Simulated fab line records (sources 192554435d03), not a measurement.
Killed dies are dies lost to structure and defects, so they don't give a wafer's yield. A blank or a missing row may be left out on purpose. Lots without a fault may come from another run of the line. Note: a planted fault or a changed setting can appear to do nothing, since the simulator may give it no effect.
Split-lot experiment | flow n5 finfet | 7 lots, 39 wafers read, on a route of 1938 steps

ABOUT THE SPLIT
At N5_BEOL_M13_SPUTTER_44 (material Ta, target thk 10 nm, time 16.13 s), the setting time s was moved away from the recipe's 16.13 s on 9 of the 39 wafers read, by -30.8% to +47.5%. This setting was run at the recipe's value on the other wafers.

FROM THE SPLIT TO THE READING: what the file shows between them, 3 steps
- N5_BEOL_M13_SPUTTER_45: material Cu, target thk 80 nm, time 13.33 s
- N5_BEOL_M13_ECD_47: material Cu, target thk 936 nm
- N5_BEOL_M13_ANNEAL_48: time 90 s

THE READING
barrier field endpoint s, in s, at N5_BEOL_M13_CMP_49 (polishes, stops on SiOC, t overpolish 17.1 s, target thk 420 nm). Fault-free wafers of this fab line usually give 30.6 s, standard deviation 0.95 s.

wafer  | tool, chamber at the split | time s as run, s | against the recipe | barrier field endpoint s, s | against lot-mates on the recipe
L084.1 | pvd sputter-02, -          | 16.13            | recipe             | 30.6                        | -
L084.2 | pvd sputter-02, -          | 16.13            | recipe             | 30.5                        | -
L084.6 | pvd sputter-02, -          | 16.13            | recipe             | 30.9                        | -
L085.2 | pvd sputter-02, -          | 16.13            | recipe             | 30.4                        | -
L085.3 | pvd sputter-02, -          | 16.13            | recipe             | 29.7                        | -
L085.4 | pvd sputter-02, -          | 16.13            | recipe             | 29.0                        | -
L085.1 | pvd sputter-02, -          | 16.13            | recipe             | 29.4                        | -
L085.5 | pvd sputter-02, -          | 16.13            | recipe             | 30.2                        | -
L085.6 | pvd sputter-02, -          | 16.13            | recipe             | 29.6                        | -
L086.3 | pvd sputter-02, -          | 16.13            | recipe             | 30.1                        | -
L086.2 | pvd sputter-02, -          | 16.13            | recipe             | 30.0                        | -
L086.1 | pvd sputter-02, -          | 16.13            | recipe             | 28.6                        | -
L086.4 | pvd sputter-02, -          | 16.13            | recipe             | 30.1                        | -
L086.6 | pvd sputter-02, -          | 16.13            | recipe             | 30.3                        | -
L086.5 | pvd sputter-02, -          | 16.13            | recipe             | 29.8                        | -
L089.4 | pvd sputter-01, -          | 11.16            | -30.8%             | 26.4                        | -3.9
L089.3 | pvd sputter-01, -          | 11.16            | -30.8%             | 26.8                        | -3.5
L089.1 | pvd sputter-01, -          | 11.16            | -30.8%             | 26.9                        | -3.4
L089.2 | pvd sputter-01, -          | 16.13            | recipe             | 30.3                        | -
L089.5 | pvd sputter-01, -          | 16.13            | recipe             | 30.1                        | -
L089.6 | pvd sputter-01, -          | 16.13            | recipe             | 30.4                        | -
L090.1 | pvd sputter-03, -          | 23.79            | +47.5%             | 34.9                        | +4.1
L090.2 | pvd sputter-03, -          | 23.79            | +47.5%             | 36.5                        | +5.7
L090.4 | pvd sputter-03, -          | 16.13            | recipe             | 31.2                        | -
L090.3 | pvd sputter-03, -          | 16.13            | recipe             | 31.3                        | -
L090.5 | pvd sputter-03, -          | 16.13            | recipe             | 29.8                        | -
L090.6 | pvd sputter-03, -          | 23.79            | +47.5%             | 36.9                        | +6.1
L092.4 | pvd sputter-02, -          | 16.13            | recipe             | 29.3                        | -
L092.1 | pvd sputter-02, -          | 16.13            | recipe             | 30.1                        | -
L092.3 | pvd sputter-02, -          | 16.13            | recipe             | 31.2                        | -
L092.2 | pvd sputter-02, -          | 16.13            | recipe             | 31.2                        | -
L092.6 | pvd sputter-02, -          | 16.13            | recipe             | 29.3                        | -
L092.5 | pvd sputter-02, -          | 16.13            | recipe             | 30.2                        | -
L094.4 | pvd sputter-03, -          | 16.13            | recipe             | 31.2                        | -
L094.1 | pvd sputter-03, -          | 16.13            | recipe             | 29.8                        | -
L094.2 | pvd sputter-03, -          | 16.13            | recipe             | 32.7                        | -
L094.3 | pvd sputter-03, -          | 22.35            | +38.6%             | 36.2                        | +5.0
L094.5 | pvd sputter-03, -          | 22.35            | +38.6%             | 36.3                        | +5.1
L094.6 | pvd sputter-03, -          | 22.35            | +38.6%             | 34.5                        | +3.3

FIT RESULTS
A straight line over all 39 wafers: barrier field endpoint s changes by +0.126 s for each +1% of time s; r = +0.95; the points scatter about the line by 0.83 s.
The same after taking each lot's own level away (the mean of its wafers on the recipe; 39 wafers): +0.114 s for each +1%; r = +0.95; scatter 0.68 s.
According to that fit, moving time s by its largest amount changes the reading by 5.4 s.
Across the lots, their own levels run from 29.72 to 31.23 s, a range of 1.6 times the standard deviation given above.
So the slope is not independent of the lot-to-lot level: the two fits are not the same.
Check: for one of the wafers moved furthest among these (+47.5%), held out of the fit, the line's prediction against its lot-mates is +5.66 s. It came out at +4.13 s against them.

OTHER SPLITS APPLIED TO THESE WAFERS
Before the reading, these wafers also passed through other splits. Each is held against what the fit with the lots' levels taken away leaves over:
other split on the same wafers | wafers away from the commonest value | r with barrier field endpoint s (lot level and that fit taken away)
N5_BEOL_M8_CVD_78 target thk a | 9                                    | +0.15

THE WHOLE CHAIN: every reading that the file lists as answering this split, in the file's order
step                   | what it does                                                    | reading                                                                           | change (the file's fit)                | r (the file's)
N5_BEOL_M13_SPUTTER_44 | material Ta, target thk 10 nm, time 16.13 s                     | Ta_of_BEOL_M13_SPUTTER_44.thk nm (the simulator's own value, which no gauge read) | +0.0996 nm for each +1% of the setting | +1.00
N5_BEOL_M13_CMP_49     | polishes, stops on SiOC, t overpolish 17.1 s, target thk 420 nm | barrier field endpoint s                                                          | +0.114 s for each +1% of the setting   | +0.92

THE FILE'S OWN FIT
barrier field endpoint s changes by +0.114 s for each +1% of time s, r = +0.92.
